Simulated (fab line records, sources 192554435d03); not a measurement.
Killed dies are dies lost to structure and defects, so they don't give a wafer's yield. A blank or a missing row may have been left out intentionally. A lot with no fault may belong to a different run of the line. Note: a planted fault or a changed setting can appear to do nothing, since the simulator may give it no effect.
Split-lot experiment || flow n5 finfet || route with 1938 steps; 7 lots, 21 wafers read

## THE SPLIT
At N5_BEOL_M2_TRENCH_ETCH_37 (etches SiOC in C4F6/O2, target depth 55.555 nm, time 29.2 s), the setting source w was moved away from the recipe's 355 W on 4 of the 21 wafers read, by -16.5% to +15.0%. All remaining wafers had this setting at the recipe value.

The reading comes from the split's own step.

## THE READING
rf vpp V, in V, at N5_BEOL_M2_TRENCH_ETCH_37 (etches SiOC in C4F6/O2, target depth 55.555 nm, time 29.2 s). Fault-free wafers of this fab line usually give 667 V, standard deviation 5 V.

{"wafer": "L076.1", "tool, chamber at the split": "rie diel-03, 2", "source w as run, W": 355, "against the recipe": "recipe", "rf vpp V, V": 659, "against lot-mates on the recipe": "-"}
{"wafer": "L076.2", "tool, chamber at the split": "rie diel-03, 0", "source w as run, W": 355, "against the recipe": "recipe", "rf vpp V, V": 666, "against lot-mates on the recipe": "-"}
{"wafer": "L076.5", "tool, chamber at the split": "rie diel-03, 2", "source w as run, W": 355, "against the recipe": "recipe", "rf vpp V, V": 658, "against lot-mates on the recipe": "-"}
{"wafer": "L080.1", "tool, chamber at the split": "rie diel-06, 2", "source w as run, W": 355, "against the recipe": "recipe", "rf vpp V, V": 672, "against lot-mates on the recipe": "-"}
{"wafer": "L080.3", "tool, chamber at the split": "rie diel-06, 1", "source w as run, W": 355, "against the recipe": "recipe", "rf vpp V, V": 669, "against lot-mates on the recipe": "-"}
{"wafer": "L080.6", "tool, chamber at the split": "rie diel-06, 1", "source w as run, W": 355, "against the recipe": "recipe", "rf vpp V, V": 669, "against lot-mates on the recipe": "-"}
{"wafer": "L089.3", "tool, chamber at the split": "rie diel-05, 1", "source w as run, W": 355, "against the recipe": "recipe", "rf vpp V, V": 672, "against lot-mates on the recipe": "-"}
{"wafer": "L089.4", "tool, chamber at the split": "rie diel-05, 0", "source w as run, W": 355, "against the recipe": "recipe", "rf vpp V, V": 661, "against lot-mates on the recipe": "-"}
{"wafer": "L089.5", "tool, chamber at the split": "rie diel-05, 1", "source w as run, W": 408.1, "against the recipe": "+15.0%", "rf vpp V, V": 625, "against lot-mates on the recipe": -42}
{"wafer": "L094.1", "tool, chamber at the split": "rie diel-05, 0", "source w as run, W": 355, "against the recipe": "recipe", "rf vpp V, V": 661, "against lot-mates on the recipe": "-"}
{"wafer": "L094.2", "tool, chamber at the split": "rie diel-05, 2", "source w as run, W": 355, "against the recipe": "recipe", "rf vpp V, V": 674, "against lot-mates on the recipe": "-"}
{"wafer": "L094.5", "tool, chamber at the split": "rie diel-05, 3", "source w as run, W": 372.9, "against the recipe": "+5.0%", "rf vpp V, V": 652, "against lot-mates on the recipe": -16}
{"wafer": "L095.2", "tool, chamber at the split": "rie diel-03, 2", "source w as run, W": 355, "against the recipe": "recipe", "rf vpp V, V": 658, "against lot-mates on the recipe": "-"}
{"wafer": "L095.3", "tool, chamber at the split": "rie diel-03, 3", "source w as run, W": 355, "against the recipe": "recipe", "rf vpp V, V": 667, "against lot-mates on the recipe": "-"}
{"wafer": "L095.6", "tool, chamber at the split": "rie diel-03, 3", "source w as run, W": 355, "against the recipe": "recipe", "rf vpp V, V": 666, "against lot-mates on the recipe": "-"}
{"wafer": "L091.2", "tool, chamber at the split": "rie diel-05, 2", "source w as run, W": 355, "against the recipe": "recipe", "rf vpp V, V": 676, "against lot-mates on the recipe": "-"}
{"wafer": "L091.4", "tool, chamber at the split": "rie diel-05, 1", "source w as run, W": 355, "against the recipe": "recipe", "rf vpp V, V": 670, "against lot-mates on the recipe": "-"}
{"wafer": "L091.6", "tool, chamber at the split": "rie diel-05, 1", "source w as run, W": 296.3, "against the recipe": "-16.5%", "rf vpp V, V": 736, "against lot-mates on the recipe": "+63"}
{"wafer": "L096.2", "tool, chamber at the split": "rie diel-06, 0", "source w as run, W": 372.4, "against the recipe": "+4.9%", "rf vpp V, V": 648, "against lot-mates on the recipe": -20}
{"wafer": "L096.4", "tool, chamber at the split": "rie diel-06, 1", "source w as run, W": 355, "against the recipe": "recipe", "rf vpp V, V": 666, "against lot-mates on the recipe": "-"}
{"wafer": "L096.6", "tool, chamber at the split": "rie diel-06, 3", "source w as run, W": 355, "against the recipe": "recipe", "rf vpp V, V": 671, "against lot-mates on the recipe": "-"}

FIT RESULTS
A straight line over all 21 wafers: rf vpp V changes by -3.56 V for each +1% of source w; r = -0.95; the points scatter about the line by 6.2 V.
The same after taking each lot's own level away (the mean of its wafers on the recipe; 21 wafers): -3.38 V for each +1%; r = -0.97; scatter 4.6 V.
According to that fit, moving source w by its largest amount changes the reading by 56 V.
Measured against the standard deviation above, the lots' own levels, which go from 661.0 to 673.0 V, span 2.4 times it.
The two slopes agree, so the slope changes little with the lot-to-lot level.
Check: +47.7 V against its lot-mates is what the line predicts for one of the wafers moved furthest among these (-16.5%) when that wafer is left out of the fit. It came out at +63 V against them.
Tool readings at the split's step, against how far the setting was moved: rf vpp V r = -0.95.

## FURTHER SPLITS ON THESE WAFERS
Note: prior to the reading, these wafers also went through further splits. Each is held against what the fit with the lots' levels taken away leaves over:
{"other split on the same wafers": "N5_MOL_CONTACT_COAG_ETCH_124 source w", "wafers away from the commonest value": 10, "r with rf vpp V (lot level and that fit taken away)": "+0.14"}
{"other split on the same wafers": "N5_MOL_CONTACT_COAG_CVD_140 target thk a", "wafers away from the commonest value": 6, "r with rf vpp V (lot level and that fit taken away)": -0.39}
{"other split on the same wafers": "N5_BEOL_M0_SAQP_MANDREL_ETCH_20 icp w", "wafers away from the commonest value": 7, "r with rf vpp V (lot level and that fit taken away)": "+0.02"}
{"other split on the same wafers": "N5_BEOL_M0_SAQP_SPACER1_ALD_98 ald cycles", "wafers away from the commonest value": 7, "r with rf vpp V (lot level and that fit taken away)": -0.17}
{"other split on the same wafers": "N5_BEOL_M0_ETCH_109 bias w", "wafers away from the commonest value": 7, "r with rf vpp V (lot level and that fit taken away)": "+0.05"}
{"other split on the same wafers": "N5_BEOL_M2_COAT_67 spin rpm", "wafers away from the commonest value": 6, "r with rf vpp V (lot level and that fit taken away)": "+0.04"}
{"other split on the same wafers": "N5_BEOL_M2_COAT_76 time s", "wafers away from the commonest value": 10, "r with rf vpp V (lot level and that fit taken away)": "+0.10"}

## THE FILE'S OWN FIT
rf vpp V changes by -3.38 V for each +1% of source w, r = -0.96.
